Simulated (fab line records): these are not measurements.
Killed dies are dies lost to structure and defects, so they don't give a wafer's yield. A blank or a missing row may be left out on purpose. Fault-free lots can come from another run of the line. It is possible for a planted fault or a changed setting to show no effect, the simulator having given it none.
The tool behind it: which one? | flow n5_finfet | 32 wafers from 11 lots sampled at 5 of the route's 1938 steps

## WHAT THE GAUGES SHOWED, per wafer
N5_BEOL_M12_OCD_MEAS_35.
lot  | measured     | on     | trench_depth_nm (nm)
L498 | day 12 00:36 | ocd-01 | 321 315 318
L496 | day 12 01:14 | ocd-02 | 313 316 311
L500 | day 12 18:40 | ocd-02 | 320 310 314
L499 | day 12 18:47 | ocd-01 | 315 320 317
L495 | day 13 00:15 | ocd-02 | 318 315 307
L505 | day 13 16:32 | ocd-02 | 309 315 314
L506 | day 13 19:25 | ocd-01 | 323 323 326
L507 | day 14 13:37 | ocd-01 | 311 325 326
L509 | day 15 08:03 | ocd-01 | 319 309 310
L515 | day 17 05:28 | ocd-01 | 311 313
L517 | day 17 11:54 | ocd-01 | 307 309 308

N5_BEOL_M12_RS_MEAS_54: measures by four-point-probe.
lot  | measured     | on            | M12_RS (ohm/sq)
L498 | day 12 03:49 | film_metro-02 | 0.0597 0.0614 0.0603
L496 | day 12 04:14 | film_metro-02 | 0.0614 0.0605 0.0619
L500 | day 12 22:45 | film_metro-01 | 0.0598 0.0620 0.0609
L499 | day 12 23:24 | film_metro-02 | 0.0608 0.0598 0.0601
L495 | day 13 10:44 | film_metro-02 | 0.0601 0.0604 0.0622
L505 | day 13 20:35 | film_metro-02 | 0.0622 0.0609 0.0611
L506 | day 13 21:46 | film_metro-01 | 0.0591 0.0589 0.0585
L507 | day 14 15:49 | film_metro-02 | 0.0611 0.0587 0.0587
L509 | day 15 11:39 | film_metro-01 | 0.0598 0.0620 0.0620
L515 | day 17 09:19 | film_metro-02 | 0.0619 0.0608
L517 | day 17 14:01 | film_metro-01 | 0.0625 0.0622 0.0623

## TOOL THAT RAN EACH LOT (tool first, then ch and the chambers of the sampled wafers, then the start)
lot  | N5_BEOL_M12_PRE_CLEAN_42     | N5_BEOL_M12_SPUTTER_43       | N5_BEOL_M12_CMP_49
L498 | pvd_sputter-03, day 12 02:39 | pvd_sputter-03, day 12 02:41 | cmp-03 ch 0,1,3, day 12 03:26
L496 | pvd_sputter-01, day 12 03:03 | pvd_sputter-01, day 12 03:05 | cmp-03 ch 1,2,3, day 12 03:49
L500 | pvd_sputter-01, day 12 21:07 | pvd_sputter-01, day 12 21:10 | cmp-03 ch 0,1,2, day 12 22:20
L499 | pvd_sputter-01, day 12 22:08 | pvd_sputter-01, day 12 22:11 | cmp-01 ch 0,2, day 12 22:53
L495 | pvd_sputter-03, day 13 08:47 | pvd_sputter-03, day 13 08:49 | cmp-04 ch 0,1,2, day 13 10:24
L505 | pvd_sputter-01, day 13 18:56 | pvd_sputter-01, day 13 18:59 | cmp-04 ch 0,1,3, day 13 20:11
L506 | pvd_sputter-02, day 13 19:52 | pvd_sputter-02, day 13 19:55 | cmp-03 ch 2,3, day 13 21:23
L507 | pvd_sputter-03, day 14 14:36 | pvd_sputter-03, day 14 14:38 | cmp-03 ch 1,2,3, day 14 15:26
L509 | pvd_sputter-03, day 15 10:20 | pvd_sputter-03, day 15 10:22 | cmp-01 ch 1,2, day 15 11:14
L515 | pvd_sputter-03, day 17 08:08 | pvd_sputter-03, day 17 08:11 | cmp-03 ch 0,1, day 17 08:54
L517 | pvd_sputter-02, day 17 12:47 | pvd_sputter-02, day 17 12:50 | cmp-01 ch 1,2,3, day 17 13:36
- N5_BEOL_M12_PRE_CLEAN_42: time 30 s.
- N5_BEOL_M12_SPUTTER_43: material TaN, target thk 15 nm, time 24.19 s.
- N5_BEOL_M12_CMP_49: polishes, stops on SiOC, t overpolish 20.6 s, target thk 320 nm.

## AS READ BY THE TOOLS THEMSELVES (means over the sampled wafers that have a number; for cases with no such wafer, the mark the record gives instead)
N5_BEOL_M12_PRE_CLEAN_42.
lot  | tool           | heater_power_w (W)
L498 | pvd_sputter-03 | 305
L496 | pvd_sputter-01 | 322
L500 | pvd_sputter-01 | 318
L499 | pvd_sputter-01 | 321
L495 | pvd_sputter-03 | 299
L505 | pvd_sputter-01 | 324
L506 | pvd_sputter-02 | 294
L507 | pvd_sputter-03 | 303
L509 | pvd_sputter-03 | 306
L515 | pvd_sputter-03 | 301
L517 | pvd_sputter-02 | 316

N5_BEOL_M12_SPUTTER_43.
lot  | tool           | throttle_valve_pct (%)
L498 | pvd_sputter-03 | 29.7
L496 | pvd_sputter-01 | 30.3
L500 | pvd_sputter-01 | 31.0
L499 | pvd_sputter-01 | 30.3
L495 | pvd_sputter-03 | 29.9
L505 | pvd_sputter-01 | 30.6
L506 | pvd_sputter-02 | 29.3
L507 | pvd_sputter-03 | 29.6
L509 | pvd_sputter-03 | 29.7
L515 | pvd_sputter-03 | 30.1
L517 | pvd_sputter-02 | 29.0

N5_BEOL_M12_CMP_49.
lot  | tool   | barrier_field_endpoint_s (s) | motor_current_A (A) | slurry_flow_ml_min
L498 | cmp-03 | 30.0                         | 5.9                 | 150.0
L496 | cmp-03 | 29.4                         | 5.9                 | 149.9
L500 | cmp-03 | 30.4                         | 5.9                 | 149.4
L499 | cmp-01 | 29.7                         | 6.0                 | 149.5
L495 | cmp-04 | 30.6                         | 6.5                 | 150.4
L505 | cmp-04 | 30.4                         | 6.2                 | 150.3
L506 | cmp-03 | 29.9                         | 6.1                 | 150.0
L507 | cmp-03 | 31.8                         | 5.9                 | 149.9
L509 | cmp-01 | 29.4                         | 5.6                 | 149.8
L515 | cmp-03 | 32.6                         | 6.1                 | 150.2
L517 | cmp-01 | 30.3                         | 6.1                 | 150.3

## THE ANSWER, worked out from the rows above alone
Rule: usual is defined by the lots themselves. Put in order of their means at a reading, lots are off if they are a third of the lots or fewer, leave a main group of 4 or more, and stand apart from it by a gap of 3 or more times the standard deviation of the main group's means; of several such gaps the widest counts. A main group is skipped when, at the precision printed for the reading in the tables above, its means are all equal. Also off: a lot with no number at a reading for which 4 or more lots have one. The other lots that the step has rows for count as sound. First the gauges in route order, then the tools' own readings, where a lot's mean is used as printed above. At the first step where some lot is off, the reading lying furthest off is the one used; lots without a number count as furthest.
No lot is off at any reading shown: from this, nothing can be told.

## WHAT THE SIMULATOR HAD INSERTED
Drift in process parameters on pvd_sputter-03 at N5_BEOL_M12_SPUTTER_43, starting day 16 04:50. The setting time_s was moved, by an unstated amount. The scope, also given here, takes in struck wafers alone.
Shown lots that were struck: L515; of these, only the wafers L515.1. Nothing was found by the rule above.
